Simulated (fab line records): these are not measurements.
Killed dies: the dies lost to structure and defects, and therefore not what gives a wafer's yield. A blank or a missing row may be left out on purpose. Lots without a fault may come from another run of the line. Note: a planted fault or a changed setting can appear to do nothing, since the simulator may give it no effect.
Chamber matching -- flow nand harc -- 4 sister chambers for NHARC_A_CHANNEL_HOLE_D2_ETCH_34 on rie diel-05
The step etches the open film in CF4/CHF3, target depth 154 nm, time 77 s. 4 wafers are shown with their chamber, then 7 later ones without.

## EACH WAFER AND ITS CHAMBER
wafer,chamber,drypump motor current A (A)
L591.2,2,6.14
L591.5,0,5.52
L594.1,1,5.72
L594.3,3,6.35

## WAFERS WITHOUT THEIR CHAMBER
wafer,drypump motor current A (A)
L594.4,5.53
L595.1,5.54
L595.4,5.71
L595.6,6.14
L596.1,5.56
L596.2,5.75
L596.5,6.13

## EACH ONE'S CHAMBER
wafer,from the rows above,in truth
L594.4,0,0
L595.1,0,0
L595.4,1,1
L595.6,2,2
L596.1,0,0
L596.2,1,1
L596.5,2,2
7 of 7 placed correctly. Can't be placed from these rows: 0. Placed wrongly: 0.
How it was worked out, from the rows above alone: a wafer's distance from a chamber is the root of the sum, over the readings, of the square of ((its reading less the chamber's mean) divided by the reading's scatter). The wafer belongs to the nearest chamber; if the next one is less than 2 further off, it can't be placed. The mean given for a chamber averages the wafers shown for that chamber. The scatter (one wafer shown for each chamber): square how far every hidden wafer sits from the nearest shown wafer, average those squares and take the square root.
